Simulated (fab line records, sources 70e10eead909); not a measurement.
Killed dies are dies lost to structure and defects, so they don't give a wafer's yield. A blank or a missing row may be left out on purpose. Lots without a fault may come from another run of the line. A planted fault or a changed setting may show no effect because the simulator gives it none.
Chamber matching | flow nand_harc | NHARC_A_STAIRCASE_TRIM_20 on rie_diel-01: 4 sister chambers
The step chemistry O2, time 211.2 s. 8 wafers are shown with their chamber, then 12 later ones without.

WAFERS WITH THEIR CHAMBER
wafer  | chamber | showerhead_plenum_p_Torr (Torr) | drypump_motor_current_A (A)
L079.6 | 0       | 3.40                            | 5.7
L080.6 | 2       | 3.80                            | 6.1
L081.6 | 2       | 3.80                            | 6.1
L083.4 | 3       | 3.76                            | 6.0
L083.5 | 1       | 3.44                            | 5.4
L087.2 | 1       | 3.43                            | 5.4
L087.3 | 3       | 3.76                            | 5.9
L087.4 | 0       | 3.39                            | 5.7

WAFERS WITHOUT THEIR CHAMBER
wafer  | showerhead_plenum_p_Torr (Torr) | drypump_motor_current_A (A)
L090.2 | 3.75                            | 5.9
L090.3 | 3.78                            | 6.1
L090.6 | 3.75                            | 5.9
L091.1 | 3.75                            | 5.9
L091.3 | 3.78                            | 6.1
L091.4 | 3.42                            | 5.4
L092.1 | 3.42                            | 5.4
L092.5 | 3.42                            | 5.4
L092.6 | 3.38                            | 5.7
L095.1 | 3.37                            | 5.7
L095.4 | 3.74                            | 5.9
L095.5 | 3.42                            | 5.4

WHICH CHAMBER EACH WENT THROUGH
wafer  | from the rows above     | in truth
L090.2 | 3                       | 3
L090.3 | can't be placed: 2 or 3 | 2
L090.6 | 3                       | 3
L091.1 | 3                       | 3
L091.3 | can't be placed: 2 or 3 | 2
L091.4 | 1                       | 1
L092.1 | 1                       | 1
L092.5 | 1                       | 1
L092.6 | 0                       | 0
L095.1 | 0                       | 0
L095.4 | 3                       | 3
L095.5 | 1                       | 1
Placed correctly: 10 of 12. Can't be placed from these rows: 2 (the true chamber is among the candidates in 2). Placed wrongly: 0.
How it was worked out, from the rows above alone: a wafer's distance from a chamber is the root of the sum, over the readings, of the square of ((its reading less the chamber's mean) divided by the reading's scatter). The wafer belongs to the nearest chamber; if the next one is less than 2 further off, it can't be placed. A chamber's mean is the mean of its shown wafers. The scatter: the root of (the sum of the squares of (reading less its chamber's mean) over the shown wafers, divided by (wafers less chambers)).
